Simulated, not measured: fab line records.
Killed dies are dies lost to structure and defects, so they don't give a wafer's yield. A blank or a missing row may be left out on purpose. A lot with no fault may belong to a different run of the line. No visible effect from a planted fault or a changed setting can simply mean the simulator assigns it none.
Chamber matching :: flow nand_harc :: NHARC_A_CHANNEL_HOLE_D1_ETCH_38 on rie_diel-02: 4 sister chambers
The step etches the open film in CF4, target depth 39 nm, time 65 s. 24 wafers are shown with their chamber, then 12 later ones without.

== WAFERS WITH THEIR CHAMBER ==
wafer: L076.2
chamber: 1
showerhead_plenum_p_Torr (Torr): 1.65
drypump_motor_current_A (A): 6.2
rf_vpp_V (V): 150.5

wafer: L076.3
chamber: 3
showerhead_plenum_p_Torr (Torr): 1.86
drypump_motor_current_A (A): 5.8
rf_vpp_V (V): 152.1

wafer: L076.6
chamber: 0
showerhead_plenum_p_Torr (Torr): 1.81
drypump_motor_current_A (A): 5.7
rf_vpp_V (V): 152.4

wafer: L079.1
chamber: 0
showerhead_plenum_p_Torr (Torr): 1.81
drypump_motor_current_A (A): 5.7
rf_vpp_V (V): 152.4

wafer: L079.4
chamber: 3
showerhead_plenum_p_Torr (Torr): 1.86
drypump_motor_current_A (A): 5.8
rf_vpp_V (V): 153.1

wafer: L079.5
chamber: 0
showerhead_plenum_p_Torr (Torr): 1.81
drypump_motor_current_A (A): 5.7
rf_vpp_V (V): 153.0

wafer: L078.1
chamber: 0
showerhead_plenum_p_Torr (Torr): 1.81
drypump_motor_current_A (A): 5.7
rf_vpp_V (V): 152.8

wafer: L078.3
chamber: 3
showerhead_plenum_p_Torr (Torr): 1.86
drypump_motor_current_A (A): 5.8
rf_vpp_V (V): 153.4

wafer: L078.4
chamber: 2
showerhead_plenum_p_Torr (Torr): 1.88
drypump_motor_current_A (A): 5.5
rf_vpp_V (V): 153.7

wafer: L082.1
chamber: 1
showerhead_plenum_p_Torr (Torr): 1.65
drypump_motor_current_A (A): 6.3
rf_vpp_V (V): 149.5

wafer: L082.2
chamber: 2
showerhead_plenum_p_Torr (Torr): 1.88
drypump_motor_current_A (A): 5.5
rf_vpp_V (V): 154.7

wafer: L082.6
chamber: 0
showerhead_plenum_p_Torr (Torr): 1.80
drypump_motor_current_A (A): 5.7
rf_vpp_V (V): 151.5

wafer: L084.1
chamber: 0
showerhead_plenum_p_Torr (Torr): 1.80
drypump_motor_current_A (A): 5.7
rf_vpp_V (V): 150.3

wafer: L084.3
chamber: 2
showerhead_plenum_p_Torr (Torr): 1.88
drypump_motor_current_A (A): 5.5
rf_vpp_V (V): 153.3

wafer: L084.4
chamber: 1
showerhead_plenum_p_Torr (Torr): 1.65
drypump_motor_current_A (A): 6.2
rf_vpp_V (V): 149.0

wafer: L088.1
chamber: 3
showerhead_plenum_p_Torr (Torr): 1.86
drypump_motor_current_A (A): 5.8
rf_vpp_V (V): 152.1

wafer: L088.3
chamber: 0
showerhead_plenum_p_Torr (Torr): 1.80
drypump_motor_current_A (A): 5.7
rf_vpp_V (V): 151.2

wafer: L088.6
chamber: 1
showerhead_plenum_p_Torr (Torr): 1.65
drypump_motor_current_A (A): 6.2
rf_vpp_V (V): 150.3

wafer: L085.1
chamber: 3
showerhead_plenum_p_Torr (Torr): 1.86
drypump_motor_current_A (A): 5.8
rf_vpp_V (V): 151.2

wafer: L085.2
chamber: 0
showerhead_plenum_p_Torr (Torr): 1.80
drypump_motor_current_A (A): 5.7
rf_vpp_V (V): 152.1

wafer: L085.3
chamber: 1
showerhead_plenum_p_Torr (Torr): 1.65
drypump_motor_current_A (A): 6.2
rf_vpp_V (V): 150.3

wafer: L091.3
chamber: 1
showerhead_plenum_p_Torr (Torr): 1.65
drypump_motor_current_A (A): 6.2
rf_vpp_V (V): 149.9

wafer: L091.4
chamber: 0
showerhead_plenum_p_Torr (Torr): 1.80
drypump_motor_current_A (A): 5.7
rf_vpp_V (V): 153.8

wafer: L091.5
chamber: 3
showerhead_plenum_p_Torr (Torr): 1.86
drypump_motor_current_A (A): 5.8
rf_vpp_V (V): 152.8

SIGNATURES (averages over the wafers above)
reading: showerhead_plenum_p_Torr
chamber 0: 1.8044
chamber 1: 1.6500
chamber 2: 1.8800
chamber 3: 1.8600
scatter within a chamber: 0.00333

reading: drypump_motor_current_A
chamber 0: 5.700
chamber 1: 6.217
chamber 2: 5.500
chamber 3: 5.800
scatter within a chamber: 0.0204

reading: rf_vpp_V
chamber 0: 152.167
chamber 1: 149.917
chamber 2: 153.900
chamber 3: 152.450
scatter within a chamber: 0.857
Rule: distance of a wafer from a chamber = root of the sum over the readings of ((wafer's reading minus chamber's mean) / reading's scatter) squared. If the next closest chamber is less than 2 further off than the closest, the wafer can't be placed; otherwise it belongs to the closest. The scatter is the square root of a quotient: the sum, over the shown wafers, of each reading's squared deviation from its chamber's mean, divided by wafers minus chambers.

== WAFERS WHOSE CHAMBER IS MISSING ==
wafer: L093.1
showerhead_plenum_p_Torr (Torr): 1.86
drypump_motor_current_A (A): 5.8
rf_vpp_V (V): 152.5

wafer: L093.3
showerhead_plenum_p_Torr (Torr): 1.88
drypump_motor_current_A (A): 5.5
rf_vpp_V (V): 151.7

wafer: L093.5
showerhead_plenum_p_Torr (Torr): 1.80
drypump_motor_current_A (A): 5.7
rf_vpp_V (V): 151.6

wafer: L094.1
showerhead_plenum_p_Torr (Torr): 1.65
drypump_motor_current_A (A): 6.2
rf_vpp_V (V): 149.8

wafer: L094.3
showerhead_plenum_p_Torr (Torr): 1.80
drypump_motor_current_A (A): 5.7
rf_vpp_V (V): 150.3

wafer: L094.6
showerhead_plenum_p_Torr (Torr): 1.86
drypump_motor_current_A (A): 5.8
rf_vpp_V (V): 152.4

wafer: L097.1
showerhead_plenum_p_Torr (Torr): 1.80
drypump_motor_current_A (A): 5.7
rf_vpp_V (V): 152.2

wafer: L097.2
showerhead_plenum_p_Torr (Torr): 1.86
drypump_motor_current_A (A): 5.8
rf_vpp_V (V): 153.0

wafer: L097.6
showerhead_plenum_p_Torr (Torr): 1.65
drypump_motor_current_A (A): 6.2
rf_vpp_V (V): 149.5

wafer: L096.2
showerhead_plenum_p_Torr (Torr): 1.80
drypump_motor_current_A (A): 5.7
rf_vpp_V (V): 150.9

wafer: L096.4
showerhead_plenum_p_Torr (Torr): 1.88
drypump_motor_current_A (A): 5.5
rf_vpp_V (V): 151.6

wafer: L096.5
showerhead_plenum_p_Torr (Torr): 1.88
drypump_motor_current_A (A): 5.5
rf_vpp_V (V): 152.7

== EACH ONE'S CHAMBER ==
wafer: L093.1
from the rows above: 3
in truth: 3

wafer: L093.3
from the rows above: 2
in truth: 2

wafer: L093.5
from the rows above: 0
in truth: 0

wafer: L094.1
from the rows above: 1
in truth: 1

wafer: L094.3
from the rows above: 0
in truth: 0

wafer: L094.6
from the rows above: 3
in truth: 3

wafer: L097.1
from the rows above: 0
in truth: 0

wafer: L097.2
from the rows above: 3
in truth: 3

wafer: L097.6
from the rows above: 1
in truth: 1

wafer: L096.2
from the rows above: 0
in truth: 0

wafer: L096.4
from the rows above: 2
in truth: 2

wafer: L096.5
from the rows above: 2
in truth: 2
Correctly placed: 12 of 12. Number that these rows cannot place: 0. 0 placed wrongly.
